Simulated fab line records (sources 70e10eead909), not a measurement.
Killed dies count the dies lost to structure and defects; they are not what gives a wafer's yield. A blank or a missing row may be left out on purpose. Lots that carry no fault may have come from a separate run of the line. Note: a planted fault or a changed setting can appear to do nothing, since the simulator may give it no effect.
fab line records + flow nand-harc + part 2 of 2: steps 21 to 30 of 30
[record]
- lots = 5
- wafers = 15
- last-day = 33
route steps=1302 shown A_STAIRCASE@790
lots that met no fault: taken from a fault-free run of the same line
start-h: hours from the record's first day to the start of the lot's first wafer shown + wait-h: hours since the lot's step before + " same as the row above + L1.1+2: several wafers, shown together as one row + - no value, or no start given + * or withheld: withheld + < > ~ a bound
route shown NAME@n: NAME is a module with steps in the file, n the number in the route of the first one + usual: average and standard deviation across the fault-free wafers + same: alike in all rows + chamber/n: place in a boat + sites: readings site by site + _std_site: the standard deviation of these + _edge_site: the outer-site mean with the inner-site mean subtracted + radius-mm: for every site, how far away it sits from the centre of the wafer + mask NAME#n: copy n + behind: the most recent tool/chamber to have shaped the wafer + hold: the reason the lot was held/the length of the hold in hours/how it ended + device: the transistor (n, p or np) that didn't switch + end of line: at the end of the route, the tests of the same wafers + step lacking rows: just its recipe + killed: not the wafer's yield, but the dies lost to structure and defects at the first sort + map: dies across one wafer; x = killed, . = not, _ = none there
set.NAME: the setting as run; set.NAME@STEP: as run at that earlier step + model.NAME: the simulator's own value behind a step, which no gauge read
lots at some steps of the route; a table a step, a row a wafer
services: a tool's chamber out of use, with start hour (start-h, from the record's first day; less than 0 if before it), hours out, and reason
[[steps]]
[step NHARC_A_STAIRCASE_ETCH_294]
[recipe]
- target-depth-a = 49890
- time-s = 1211.6
- ion-energy-ev = 800
- c4f8-flow-sccm = 80
- o2-flow-sccm = 60
- ar-flow-sccm = withheld
- rf-w = 600
- bias-w = 3000
- chemistry = C4F8/O2/Ar
[usual]
- bias-w = 3001/9
- chamber-pressure-mTorr = 25.000/0.024
- oes-product-au = 0.932/0.011
- rf-vpp-V = 1829/11
| lot.wafer | tool        | chamber | start-h | wait-h | bias-w | chamber-pressure-mTorr | oes-product-au | rf-hours-counter-h | rf-vpp-V |
|-----------|-------------|---------|---------|--------|--------|------------------------|----------------|--------------------|----------|
| L079.4    | rie-diel-02 | 2       | -       | -      | 2995   | 25.016                 | 0.928          | 7                  | 1847     |
| L079.2    | "           | 3       | "       | "      | 2996   | 24.958                 | 0.918          | 9                  | 1829     |
| L079.5    | "           | 1       | "       | "      | 2982   | 25.011                 | 0.923          | -                  | 1837     |
| L093.1    | rie-diel-02 | 0       | -       | -      | 3003   | 25.025                 | 0.928          | 50                 | 1812     |
| L093.2    | "           | 1       | "       | "      | 2996   | 24.978                 | 0.931          | 48                 | 1835     |
| L093.5    | "           | 3       | "       | "      | 3000   | 25.031                 | 0.920          | -                  | 1826     |
| L094.3    | rie-diel-02 | 3       | -       | -      | 3017   | 24.983                 | 0.937          | 0                  | 1827     |
| L094.6    | "           | 0       | "       | "      | 3001   | 25.008                 | 0.925          | -                  | 1812     |
| L094.5    | "           | 1       | "       | "      | 3018   | 24.988                 | 0.959          | -                  | 1835     |
| L095.1    | rie-diel-02 | 0       | -       | -      | 2984   | 25.012                 | 0.931          | 1                  | 1810     |
| L095.4    | "           | 1       | "       | "      | 2998   | 25.030                 | 0.945          | 1                  | 1836     |
| L095.5    | "           | 1       | "       | "      | 3005   | 24.998                 | 0.947          | -                  | 1833     |
| L096.3    | rie-diel-13 | 0       | -       | -      | 3002   | 24.974                 | 0.926          | 29                 | 1832     |
| L096.1    | "           | 2       | "       | "      | 3006   | 24.981                 | 0.944          | 27                 | 1815     |
| L096.6    | "           | 0       | "       | "      | 3009   | 24.940                 | 0.930          | -                  | 1832     |
[step NHARC_A_STAIRCASE_STRIP_295]
[recipe]
- o2-flow-sccm = 500
- ar-flow-sccm = 0
- bias-w = 0
- chemistry = O2
[usual]
- chamber-pressure-mTorr = 60.00/0.053
- drypump-motor-current-A = 5.8/0.41
- oes-product-au = 1.002/0.0098
- rf-vpp-V = 58.0/0.83
- showerhead-plenum-p-Torr = 3.55/0.14
- throttle-valve-pct = 17.037/0.0086
[same]
- bias-w = 0
| lot.wafer | tool        | chamber | start-h | wait-h | chamber-pressure-mTorr | drypump-motor-current-A | oes-product-au | rf-hours-counter-h | rf-vpp-V | showerhead-plenum-p-Torr | throttle-valve-pct |
|-----------|-------------|---------|---------|--------|------------------------|-------------------------|----------------|--------------------|----------|--------------------------|--------------------|
| L079.2    | rie-diel-02 | 2       | -       | -      | 60.03                  | 5.6                     | 1.007          | 9                  | 58.8     | 3.80                     | 17.037             |
| L079.4    | "           | 3       | "       | "      | 60.05                  | 5.7                     | 0.994          | 10                 | 57.6     | 3.55                     | 17.033             |
| L079.5    | "           | 1       | "       | "      | 59.95                  | 5.1                     | 0.986          | -                  | 58.7     | 3.66                     | 17.052             |
| L093.1    | rie-diel-02 | 0       | -       | -      | 60.00                  | 6.3                     | 1.005          | 51                 | 57.6     | 3.32                     | 17.045             |
| L093.2    | "           | 2       | "       | "      | 60.01                  | 5.7                     | 1.018          | 56                 | 58.2     | 3.78                     | 17.051             |
| L093.5    | "           | 1       | "       | "      | 60.03                  | 5.2                     | 0.994          | -                  | 58.8     | 3.64                     | 17.017             |
| L094.3    | rie-diel-02 | 3       | -       | -      | 60.01                  | 5.7                     | 1.003          | 1                  | 57.9     | 3.53                     | 17.027             |
| L094.5    | "           | 3       | "       | "      | 59.99                  | 5.7                     | 1.003          | -                  | 59.6     | 3.53                     | 17.035             |
| L094.6    | "           | 0       | "       | "      | 59.97                  | 6.3                     | 0.997          | -                  | 58.2     | 3.32                     | 17.027             |
| L095.4    | rie-diel-02 | 0       | -       | -      | 60.01                  | 6.3                     | 0.986          | 2                  | 56.7     | 3.32                     | 17.038             |
| L095.1    | "           | 2       | "       | "      | 59.93                  | 5.7                     | 1.000          | 1                  | 58.6     | 3.77                     | 17.041             |
| L095.5    | "           | 1       | "       | "      | 60.00                  | 5.2                     | 0.993          | -                  | 58.3     | 3.63                     | 17.029             |
| L096.1    | rie-diel-13 | 1       | -       | -      | 59.91                  | 5.9                     | 1.019          | 24                 | 58.5     | 3.59                     | 17.053             |
| L096.3    | "           | 2       | "       | "      | 59.90                  | 5.8                     | 1.003          | 27                 | 58.0     | 3.37                     | 17.042             |
| L096.6    | "           | 2       | "       | "      | 60.02                  | 5.8                     | 1.006          | -                  | 56.3     | 3.37                     | 17.024             |
[step NHARC_A_STAIRCASE_STRIP_296]
[recipe]
- time-s = 900
- temp-c = 130
- chemistry = SPM
[usual]
- bath-heat-duty-pct = 15.1/1.8
| lot.wafer | tool         | chamber | start-h | wait-h | bath-heat-duty-pct |
|-----------|--------------|---------|---------|--------|--------------------|
| L079.5    | wet-bench-09 | 5       | 438.61  | -      | 17.0               |
| L079.2    | "            | 6       | "       | "      | 14.7               |
| L079.4    | "            | 1       | "       | "      | 15.9               |
| L093.1    | wet-bench-04 | 7       | 560.95  | -      | 14.6               |
| L093.5    | "            | 0       | "       | "      | 18.0               |
| L093.2    | "            | 1       | "       | "      | 15.9               |
| L094.5    | wet-bench-05 | 7       | 583.69  | -      | 14.1               |
| L094.3    | "            | 0       | "       | "      | 14.3               |
| L094.6    | "            | 1       | "       | "      | 15.9               |
| L095.4    | wet-bench-05 | 1       | 585.55  | -      | 15.1               |
| L095.1    | "            | 2       | "       | "      | 15.6               |
| L095.5    | "            | 5       | "       | "      | 15.1               |
| L096.1    | wet-bench-05 | 6       | 606.24  | -      | 13.8               |
| L096.6    | "            | 7       | "       | "      | 14.4               |
| L096.3    | "            | 0       | "       | "      | 13.9               |
[step NHARC_A_STAIRCASE_PRECLEAN_297]
[recipe]
- time-s = *
- temp-c = 50
- bath-age-min = 0
- chemistry = SC1
[usual]
- bath-heat-duty-pct = 7.2/0.88
| lot.wafer | tool         | chamber | start-h | wait-h | bath-heat-duty-pct |
|-----------|--------------|---------|---------|--------|--------------------|
| L079.5    | wet-bench-09 | 5       | -       | -      | 7.6                |
| L079.2    | "            | 6       | "       | "      | 6.3                |
| L079.4    | "            | 1       | "       | "      | 8.0                |
| L093.1    | wet-bench-04 | 7       | -       | -      | 8.4                |
| L093.5    | "            | 0       | "       | "      | 9.3                |
| L093.2    | "            | 1       | "       | "      | 7.1                |
| L094.5    | wet-bench-05 | 7       | -       | -      | 6.4                |
| L094.3    | "            | 0       | "       | "      | 6.5                |
| L094.6    | "            | 1       | "       | "      | 6.7                |
| L095.4    | wet-bench-05 | 1       | -       | -      | 7.7                |
| L095.1    | "            | 2       | "       | "      | 6.6                |
| L095.5    | "            | 5       | "       | "      | 7.4                |
| L096.1    | wet-bench-05 | 6       | -       | -      | 6.6                |
| L096.6    | "            | 7       | "       | "      | 6.8                |
| L096.3    | "            | 0       | "       | "      | 6.8                |
[step NHARC_A_STAIRCASE_SRD_298]
| lot.wafer  | tool         | chamber | start-h | wait-h |
|------------|--------------|---------|---------|--------|
| L079.5+2+4 | wet-bench-09 | 5,6,1   | -       | -      |
| L093.1+5+2 | wet-bench-04 | 7,0,1   | -       | -      |
| L094.5+3+6 | wet-bench-05 | 7,0,1   | -       | -      |
| L095.4+1+5 | wet-bench-05 | 1,2,5   | -       | -      |
| L096.1+6+3 | wet-bench-05 | 6,7,0   | -       | -      |
[step NHARC_A_STAIRCASE_HM_DEP_462]
[recipe]
- target-thk-a = 8000
- temp-c = 400
- material = aC
[usual]
- throttle-valve-pct = 35.001/0.0084
| lot.wafer | tool       | chamber | start-h | wait-h | throttle-valve-pct |
|-----------|------------|---------|---------|--------|--------------------|
| L079.2    | acl-dep-01 | 0       | 439.43  | 0.4    | 35.002             |
| L079.4    | "          | 0       | "       | "      | 34.999             |
| L079.5    | "          | 0       | "       | "      | 35.002             |
| L093.1    | acl-dep-01 | 0       | 565.14  | 3.8    | 35.001             |
| L093.2    | "          | 0       | "       | "      | 34.992             |
| L093.5    | "          | 0       | "       | "      | 34.997             |
| L094.3    | acl-dep-02 | 0       | 584.80  | 0.7    | 34.990             |
| L094.5    | "          | 0       | "       | "      | 34.999             |
| L094.6    | "          | 0       | "       | "      | 34.993             |
| L095.1    | acl-dep-01 | 0       | 591.56  | 5.6    | 35.006             |
| L095.4    | "          | 0       | "       | "      | 34.992             |
| L095.5    | "          | 0       | "       | "      | 35.002             |
| L096.1    | acl-dep-01 | 0       | 607.02  | 0.3    | 35.001             |
| L096.3    | "          | 0       | "       | "      | 35.005             |
| L096.6    | "          | 0       | "       | "      | 35.003             |
[step NHARC_A_STAIRCASE_DEP_301]
[recipe]
- target-thk-a = 300
- target-thk-nm = 30
- temp-c = 400
- pressure-torr = 3.5
- flow-sccm = 200
- rf-w = 350
- material = SiON
[usual]
- heater-power-w = 761/76
| lot.wafer | tool     | chamber | start-h | wait-h | heater-power-w |
|-----------|----------|---------|---------|--------|----------------|
| L079.2    | pecvd-04 | 0       | 441.03  | 1.3    | 772            |
| L079.4    | "        | 1       | "       | "      | 951            |
| L079.5    | "        | 0       | "       | "      | 789            |
| L093.1    | pecvd-03 | 2       | 567.03  | 1.6    | 727            |
| L093.2    | "        | 1       | "       | "      | 853            |
| L093.5    | "        | 0       | "       | "      | 598            |
| L094.3    | pecvd-03 | 0       | 586.09  | 1.0    | 640            |
| L094.5    | "        | 2       | "       | "      | 667            |
| L094.6    | "        | 0       | "       | "      | 662            |
| L095.1    | pecvd-01 | 2       | 593.42  | 1.6    | 824            |
| L095.5    | "        | 2       | "       | "      | 822            |
| L095.4    | "        | 0       | "       | "      | 683            |
| L096.1    | pecvd-03 | 0       | 608.90  | 1.6    | 586            |
| L096.3    | "        | 2       | "       | "      | 742            |
| L096.6    | "        | 0       | "       | "      | 595            |
[step NHARC_A_STAIRCASE_DEHYDRATE_302]
[recipe]
- temp-c = 150
- time-s = 120
[usual]
- chill-plate-temp-C = 22.99/0.11
| lot.wafer | tool           | chamber | start-h | wait-h | chill-plate-temp-C |
|-----------|----------------|---------|---------|--------|--------------------|
| L079.2    | litho-track-02 | 0       | 441.25  | 0.2    | 23.05              |
| L079.4    | "              | 0       | "       | "      | 23.18              |
| L079.5    | "              | 0       | "       | "      | 23.01              |
| L093.1    | litho-track-07 | 0       | 567.30  | 0.2    | 23.06              |
| L093.2    | "              | 0       | "       | "      | 23.02              |
| L093.5    | "              | 0       | "       | "      | 22.79              |
| L094.3    | litho-track-07 | 0       | 586.33  | 0.2    | 23.00              |
| L094.5    | "              | 0       | "       | "      | 23.04              |
| L094.6    | "              | 0       | "       | "      | 23.08              |
| L095.1    | litho-track-02 | 0       | 593.69  | 0.2    | 22.92              |
| L095.4    | "              | 0       | "       | "      | 22.87              |
| L095.5    | "              | 0       | "       | "      | 22.93              |
| L096.1    | litho-track-02 | 0       | 609.17  | 0.2    | 22.81              |
| L096.3    | "              | 0       | "       | "      | 23.00              |
| L096.6    | "              | 0       | "       | "      | 23.07              |
[step NHARC_A_STAIRCASE_HMDS_303]
[recipe]
- time-s = 30
[usual]
- chill-plate-temp-C = 23.00/0.11
| lot.wafer | tool           | chamber | start-h | wait-h | chill-plate-temp-C |
|-----------|----------------|---------|---------|--------|--------------------|
| L079.2    | litho-track-02 | 0       | -       | -      | 23.14              |
| L079.4    | "              | 0       | "       | "      | 22.94              |
| L079.5    | "              | 0       | "       | "      | 22.95              |
| L093.1    | litho-track-07 | 0       | -       | -      | 22.98              |
| L093.2    | "              | 0       | "       | "      | 22.94              |
| L093.5    | "              | 0       | "       | "      | 22.98              |
| L094.3    | litho-track-07 | 0       | -       | -      | 23.09              |
| L094.5    | "              | 0       | "       | "      | 23.09              |
| L094.6    | "              | 0       | "       | "      | 23.00              |
| L095.1    | litho-track-02 | 0       | -       | -      | 23.09              |
| L095.4    | "              | 0       | "       | "      | 23.17              |
| L095.5    | "              | 0       | "       | "      | 23.01              |
| L096.1    | litho-track-02 | 0       | -       | -      | 22.99              |
| L096.3    | "              | 0       | "       | "      | 22.79              |
| L096.6    | "              | 0       | "       | "      | 22.96              |
[step NHARC_A_STAIRCASE_COAT_304]
[recipe]
- spin-rpm = 1200
[usual]
- chill-plate-temp-C = 22.99/0.091
| lot.wafer | tool           | chamber | start-h | wait-h | chill-plate-temp-C |
|-----------|----------------|---------|---------|--------|--------------------|
| L079.2    | litho-track-02 | 0       | -       | -      | 23.01              |
| L079.4    | "              | 0       | "       | "      | 22.96              |
| L079.5    | "              | 0       | "       | "      | 23.00              |
| L093.1    | litho-track-07 | 0       | -       | -      | 22.91              |
| L093.2    | "              | 0       | "       | "      | 22.91              |
| L093.5    | "              | 0       | "       | "      | 22.83              |
| L094.3    | litho-track-07 | 0       | -       | -      | 22.81              |
| L094.5    | "              | 0       | "       | "      | 22.97              |
| L094.6    | "              | 0       | "       | "      | 23.05              |
| L095.1    | litho-track-02 | 0       | -       | -      | 23.02              |
| L095.4    | "              | 0       | "       | "      | 23.03              |
| L095.5    | "              | 0       | "       | "      | 23.04              |
| L096.1    | litho-track-02 | 0       | -       | -      | 22.98              |
| L096.3    | "              | 0       | "       | "      | 22.98              |
| L096.6    | "              | 0       | "       | "      | 23.04              |
[[services]]
| tool           | chamber | start-h | hours | kind   |
|----------------|---------|---------|-------|--------|
| rie-diel-02    | 3       | 410.58  | 1.3   | repair |
| pecvd-03       | 0       | 413.59  | 6.4   | repair |
| rie-diel-02    | 2       | 417.28  | 3.9   | repair |
| rie-diel-09    | 0       | 419.70  | 5.8   | repair |
| litho-track-07 | -       | 426.00  | 7.0   | pm     |
| acl-dep-02     | -       | 427.90  | 13.0  | pm     |
| wet-bench-05   | -       | 436.80  | 8.0   | pm     |
| pecvd-03       | -       | 437.17  | 4.6   | repair |
| rie-diel-13    | -       | 444.72  | 1.3   | repair |
| litho-track-03 | -       | 450.00  | 7.0   | pm     |
| pecvd-03       | 2       | 483.82  | 7.7   | repair |
| pecvd-01       | -       | 492.85  | 13.0  | pm     |
| rie-diel-13    | -       | 519.58  | 9.0   | pm     |
| wet-bench-09   | -       | 528.87  | 8.0   | pm     |
| rie-diel-02    | 3       | 538.62  | 6.4   | repair |
| pecvd-03       | 1       | 542.80  | 23.6  | repair |
| pecvd-01       | -       | 545.39  | 3.4   | repair |
| pecvd-03       | -       | 547.75  | 13.0  | pm     |
| acl-dep-01     | -       | 549.65  | 13.0  | pm     |
| rie-diel-13    | -       | 556.80  | 1.1   | repair |
| rie-diel-02    | -       | 571.06  | 9.0   | pm     |
| litho-track-02 | -       | 577.00  | 7.0   | pm     |
| wet-bench-04   | -       | 579.27  | 8.0   | pm     |
| litho-track-07 | -       | 601.00  | 7.0   | pm     |
